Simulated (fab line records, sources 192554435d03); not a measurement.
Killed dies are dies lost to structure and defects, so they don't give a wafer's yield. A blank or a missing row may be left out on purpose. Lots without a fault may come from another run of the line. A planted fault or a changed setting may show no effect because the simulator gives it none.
A struck lot beside a sound one | flow n5_finfet | 37 steps out of a route of 1938
Sound: wafers L243.1, L243.2, L243.3. Struck: wafer L251.3. (L251.1, L251.4 of the same lot were not struck and are left out.) The cause comes at the end.
At each step with rows: each side's tool, then ch and its chambers, then its first start. Under that, the readings that differ: sound wafers | struck wafers | difference of the means | sigmas: that difference in standard deviations of wafers without a fault.
alike: readings whose means differ by less than 2 such deviations, and words and numbers that are the same on both sides. not compared: withheld readings, readings that some wafer has no value for, bounds like >300 that may hide the same value, and numbers for which the record gives no deviation and whose values overlap.
The two part at a step that has a row with sigmas, a row that says differs or no value, or rows on one side only. Numbers that don't overlap but have no deviation are shown without sigmas and don't part them. A reading that every wafer of one side lacks parts them only if that side has two wafers or more.

first, 9 steps without rows for these wafers: N5_BEOL_M14_PRE_CLEAN_42 (time 30 s); N5_BEOL_M14_SPUTTER_43 (material TaN, target thk 15 nm, time 24.19 s); N5_BEOL_M14_SPUTTER_44 (material Ta, target thk 15 nm, time 24.19 s); N5_BEOL_M14_SPUTTER_45 (material Cu, target thk 100 nm, time 16.67 s); N5_BEOL_M14_ECD_47 (material Cu, target thk 1248 nm); N5_BEOL_M14_ANNEAL_48 (time 90 s); N5_BEOL_M14_CMP_49 (polishes, stops on SiO2, t overpolish 5.2 s, target thk 560 nm); N5_BEOL_M14_PRE_CLEAN_52 (time 15 s); N5_BEOL_M14_DEP_53 (deposits SiCN from 3MS/NH3, target thk 50 nm, time 17.8 s).
N5_BEOL_M15_ILD_DEP_00: deposits SiO2 from TEOS/O2, target thk 1629.3 nm, time 346.1 s.
  sound on pecvd-03 ch 0,1,2, day 11 13:39; struck on pecvd-03 ch 1, day 14 01:05
  reading                                       | sound             | struck | difference | sigmas
  run_length_s (s)                              | 389.1 389.3 389.3 | 627.5  | +238.3     | +99 or more
  model.SiO2_of_BEOL_M15_ILD_DEP_00.thk_nm (nm) | 1628 1655 1618    | 2690   | +1056      |
  alike: heater_power_w, rf_fwd_power_W, showerhead_plenum_p_Torr, throttle_valve_pct
N5_BEOL_M15_THK_MEAS_01:
  sound on film_metro-01, day 11 13:54; struck on film_metro-02, day 14 01:20
  reading          | sound          | struck | difference | sigmas
  M15_ILD_THK (nm) | 1627 1655 1618 | 2690   | +1057      | +41
then, 10 steps without rows for these wafers: N5_BEOL_M15_COAT_58 (time 60 s, resist thk 89 nm); N5_BEOL_M15_COAT_04 (resist thk 800 nm); N5_BEOL_M15_EBR_06; N5_BEOL_M15_SOFTBAKE_05 (time 60 s); N5_BEOL_M15_EXPOSE_07 (exposes mask V14); N5_BEOL_M15_PEB_08 (peb time 90 s); N5_BEOL_M15_DEVELOP_09 (develop time 45 s); N5_BEOL_M15_HARDBAKE_14 (time 120 s); N5_BEOL_M15_DESCUM_15 (chemistry O2, time 7.9 s); N5_BEOL_M15_ETCH_59 (etches BARC in N2/H2, target depth 89 nm, overetch 26.7 nm, time 67.9 s).
N5_BEOL_M15_VIA_ETCH_16: etches SiO2 in C4F8/O2/Ar, target depth 1792.2 nm.
  sound on rie_diel-03 ch 0,1,3, day 11 14:34; struck on rie_diel-03 ch 0, day 14 01:49
  reading                                    | sound             | struck | difference | sigmas
  model.etch.depth_nm (nm)                   | 1628 1655 1618    | 2690   | +1056      |
  model.coat_of_BEOL_M15_COAT_04.thk_nm (nm) | 332.4 324.4 336.8 | 83.2   | -248.0     |
  alike: drypump_motor_current_A, oes_product_au, rf_vpp_V, showerhead_plenum_p_Torr, throttle_valve_pct
  not compared: rf_fwd_power_W
then, 4 steps without rows for these wafers: N5_BEOL_M15_STRIP_63 (strips in O2); N5_BEOL_M15_STRIP_64 (strips in O2); N5_BEOL_M15_STRIP_65 (strips in post etch residue remover, time 60 s); N5_BEOL_M15_SRD_66 (time 30 s, dry time 30 s).
N5_BEOL_M15_CD_MEAS_17: target cd 360 nm.
  sound on cd_sem-03, day 11 14:58; struck on cd_sem-03, day 14 02:14
  reading    | sound             | struck | difference | sigmas
  cd_nm (nm) | 359.6 361.4 357.1 | 367.7  | +8.3       | +4
then, 9 steps without rows for these wafers: N5_BEOL_M15_COAT_56 (time 60 s, resist thk 550 nm); N5_BEOL_M15_ETCH_57 (etches SOC in N2/H2, time 750 s); N5_BEOL_M15_COAT_60 (time 60 s, resist thk 89 nm); N5_BEOL_M15_COAT_22 (resist thk 800 nm); N5_BEOL_M15_EBR_24; N5_BEOL_M15_SOFTBAKE_23 (time 60 s); N5_BEOL_M15_EXPOSE_25 (exposes mask M15, target cd 400 nm); N5_BEOL_M15_PEB_26 (peb time 90 s); N5_BEOL_M15_DEVELOP_27 (develop time 45 s).
N5_BEOL_M15_CMP_49: polishes, stops on SiO2, t overpolish 4.9 s, target thk 850 nm.
  sound on cmp-04 ch 0,1,2, day 11 20:07; struck on cmp-04 ch 3, day 14 06:08
  reading                                       | sound          | struck | difference | sigmas
  model.SiO2_of_BEOL_M15_ILD_DEP_00.thk_nm (nm) | 1546 1575 1540 | 2611   | +1057      |
  alike: clearing_platen_rpm, motor_current_A

WHERE THEY PART
First at N5_BEOL_M15_ILD_DEP_00; last, within this record, at N5_BEOL_M15_CD_MEAS_17. Later steps at which nothing parts them and some readings are alike: N5_BEOL_M15_CMP_49.

WHY: what the simulator had put in
Process parameter drift: pecvd-03, from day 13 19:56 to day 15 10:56, at N5_BEOL_M15_ILD_DEP_00. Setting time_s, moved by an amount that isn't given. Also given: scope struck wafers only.
